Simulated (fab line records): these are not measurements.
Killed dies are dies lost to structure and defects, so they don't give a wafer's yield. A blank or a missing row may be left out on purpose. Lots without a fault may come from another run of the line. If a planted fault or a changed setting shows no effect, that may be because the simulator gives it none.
Which tool is to blame? -- flow n5_finfet -- 11 lots with 33 wafers sampled at 2 steps, on a route of 1938 steps

WHAT THE GAUGES READ, wafer by wafer
N5_BEOL_M11_THK_MEAS_01.
lot,measured,on,M11_ILD_THK (nm)
L102,day 10 07:33,film_metro-02,269 275 273
L104,day 10 20:04,film_metro-02,265 267 268
L103,day 10 21:10,film_metro-02,263 269 271
L106,day 11 15:00,film_metro-01,263 271 269
L109,day 12 10:34,film_metro-02,266 268 270
L118,day 14 21:19,film_metro-01,266 264 270
L119,day 15 07:46,film_metro-02,260 261 263
L122,day 15 13:47,film_metro-02,263 266 265
L120,day 15 18:11,film_metro-01,268 270 272
L121,day 15 18:59,film_metro-01,267 267 266
L123,day 16 07:44,film_metro-01,262 268 266

TOOL THAT RAN EACH LOT (tool first, then ch and the chambers of the sampled wafers, then the start)
lot,N5_BEOL_M10_CURE_72
L102,"uv_cure-03 ch 0, day 10 04:32"
L104,"uv_cure-02 ch 0, day 10 15:40"
L103,"uv_cure-03 ch 2, day 10 16:14"
L106,"uv_cure-03 ch 1, day 11 11:57"
L109,"uv_cure-03 ch 0, day 12 07:41"
L118,"uv_cure-01 ch 1, day 14 18:32"
L119,"uv_cure-02 ch 2, day 15 04:11"
L122,"uv_cure-01 ch 1, day 15 11:06"
L120,"uv_cure-03 ch 0, day 15 13:49"
L121,"uv_cure-01 ch 0, day 15 15:43"
L123,"uv_cure-03 ch 2, day 16 04:32"
- N5_BEOL_M10_CURE_72: cures SiCOH lowk, time 120 s.

THE ANSWER, worked out from the rows above alone
Rule: what is usual is taken from the lots themselves. The widest of any qualifying gaps counts: lots, ordered by their means at a reading, are off when they make up no more than a third of the lots, leave a main group of 4 or more, and stand apart from it by 3 or more times the standard deviation of that group's means. A main group is skipped when, at the precision printed for the reading in the tables above, its means are all equal. A lot without any number at a reading at which 4 lots or more have one is off too. All remaining lots with rows at the step are treated as sound.
No lot is off on any of the readings shown, so nothing can be concluded from this.

WHAT HAD BEEN PUT IN BY THE SIMULATOR
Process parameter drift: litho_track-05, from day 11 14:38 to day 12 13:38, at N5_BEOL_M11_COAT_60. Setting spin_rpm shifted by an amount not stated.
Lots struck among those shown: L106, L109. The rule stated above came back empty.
